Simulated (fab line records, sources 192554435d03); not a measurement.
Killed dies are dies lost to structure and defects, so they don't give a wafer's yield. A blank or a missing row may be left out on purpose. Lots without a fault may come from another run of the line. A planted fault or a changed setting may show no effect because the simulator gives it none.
Split-lot experiment | flow n5_finfet | 7 lots, 21 wafers read, on a route of 1938 steps

THE SPLIT
At N5_HKMG_FIN_COAT_06 (resist thk 90 nm), the setting spin_rpm was moved away from the recipe's 1500 rpm on 6 of the 21 wafers read, by -7.7% to +10.3%. The other wafers ran this setting at the recipe's value.

FROM THE SPLIT TO THE READING: what the file shows between them, 1 step
- N5_HKMG_FIN_PEB_10: peb time 60 s (also split here: peb_time_s)

THE READING
CAR-ArF_of_HKMG_FIN_COAT_06.thk_nm (the simulator's own value, which no gauge read), in nm, at N5_HKMG_FIN_DEVELOP_11 (develop time 30 s). The file gives no usual value for it. The 15 wafers here that ran the recipe average 88.3 nm, standard deviation 0.36 nm.

wafer  | tool, chamber at the split | spin_rpm as run, rpm | against the recipe | CAR-ArF_of_HKMG_FIN_COAT_06.thk_nm, nm | against lot-mates on the recipe
L079.1 | litho_track-04, 0          | 1500                 | recipe             | 88                                     | -
L079.2 | litho_track-04, 0          | 1500                 | recipe             | 87.8                                   | -
L079.6 | litho_track-04, 0          | 1609                 | +7.3%              | 85                                     | -2.9
L084.1 | litho_track-01, 0          | 1500                 | recipe             | 88                                     | -
L084.2 | litho_track-01, 0          | 1500                 | recipe             | 88.2                                   | -
L084.5 | litho_track-01, 0          | 1500                 | recipe             | 87.8                                   | -
L085.3 | litho_track-02, 0          | 1500                 | recipe             | 88.2                                   | -
L085.4 | litho_track-02, 0          | 1500                 | recipe             | 88.4                                   | -
L085.6 | litho_track-02, 0          | 1500                 | recipe             | 88                                     | -
L086.1 | litho_track-02, 0          | 1384                 | -7.7%              | 92                                     | +3.6
L086.3 | litho_track-02, 0          | 1384                 | -7.7%              | 92.2                                   | +3.8
L086.6 | litho_track-02, 0          | 1500                 | recipe             | 88.4                                   | -
L089.1 | litho_track-04, 0          | 1500                 | recipe             | 88.8                                   | -
L089.2 | litho_track-04, 0          | 1655                 | +10.3%             | 84.4                                   | -4.3
L089.4 | litho_track-04, 0          | 1500                 | recipe             | 88.6                                   | -
L090.1 | litho_track-04, 0          | 1500                 | recipe             | 88.6                                   | -
L090.4 | litho_track-04, 0          | 1500                 | recipe             | 88.8                                   | -
L090.5 | litho_track-04, 0          | 1500                 | recipe             | 89                                     | -
L094.1 | litho_track-04, 0          | 1500                 | recipe             | 88.4                                   | -
L094.3 | litho_track-04, 0          | 1621                 | +8.1%              | 84.8                                   | -3.6
L094.6 | litho_track-04, 0          | 1621                 | +8.1%              | 85.2                                   | -3.2

THE FIT
A straight line over all 21 wafers: CAR-ArF_of_HKMG_FIN_COAT_06.thk_nm changes by -0.435 nm for each +1% of spin_rpm; r = -0.98; the points scatter about the line by 0.38 nm.
The same after taking each lot's own level away (the mean of its wafers on the recipe; 21 wafers): -0.437 nm for each +1%; r = -1.00; scatter 0.18 nm.
On that fit, the largest move of spin_rpm shifts the reading by 4.5 nm.
The lots' own levels span 87.90 to 88.80 nm, that is 2.5 times the standard deviation above.
So the lot-to-lot level changes the slope little: the two slopes agree.
Check: with one of the wafers moved furthest among these (+10.3%) left out of the fit, the line predicts -4.5 nm for it against its lot-mates. It came out at -4.3 nm against them.

OTHER SPLITS ON THESE WAFERS
These wafers also went through other splits before the reading. Each is held against what the fit with the lots' levels taken away leaves over:
other split on the same wafers     | wafers away from the commonest value | r with CAR-ArF_of_HKMG_FIN_COAT_06.thk_nm (lot level and that fit taken away)
N5_WELL_APT_COAT_02 spin_rpm       | 2                                    | +0.00
N5_DUMMY_GATE_CVD_03 temp_c        | 12                                   | -0.21
N5_DUMMY_GATE_COAT_35 spin_rpm     | 7                                    | -0.50
N5_SD_EPI_P_ETCH_16 target_depth_a | 7                                    | -0.05
N5_SDB_ALD_29 ald_cycles           | 7                                    | -0.08
N5_SDB_CMP_30 platen_rpm           | 7                                    | -0.20
N5_HKMG_FIN_PEB_10 peb_time_s      | 4                                    | -0.22

THE WHOLE CHAIN: every reading that the file lists as answering this split, in the file's order
step                   | what it does      | reading                                                                             | change (the file's fit)               | r (the file's)
N5_HKMG_FIN_COAT_06    | resist thk 90 nm  | CAR-ArF_of_HKMG_FIN_COAT_06.thk_nm (the simulator's own value, which no gauge read) | -0.423 nm for each +1% of the setting | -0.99
N5_HKMG_FIN_DEVELOP_11 | develop time 30 s | CAR-ArF_of_HKMG_FIN_COAT_06.thk_nm (the simulator's own value, which no gauge read) | -0.427 nm for each +1% of the setting | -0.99

THE FILE'S OWN FIT
CAR-ArF_of_HKMG_FIN_COAT_06.thk_nm changes by -0.427 nm for each +1% of spin_rpm, r = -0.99.
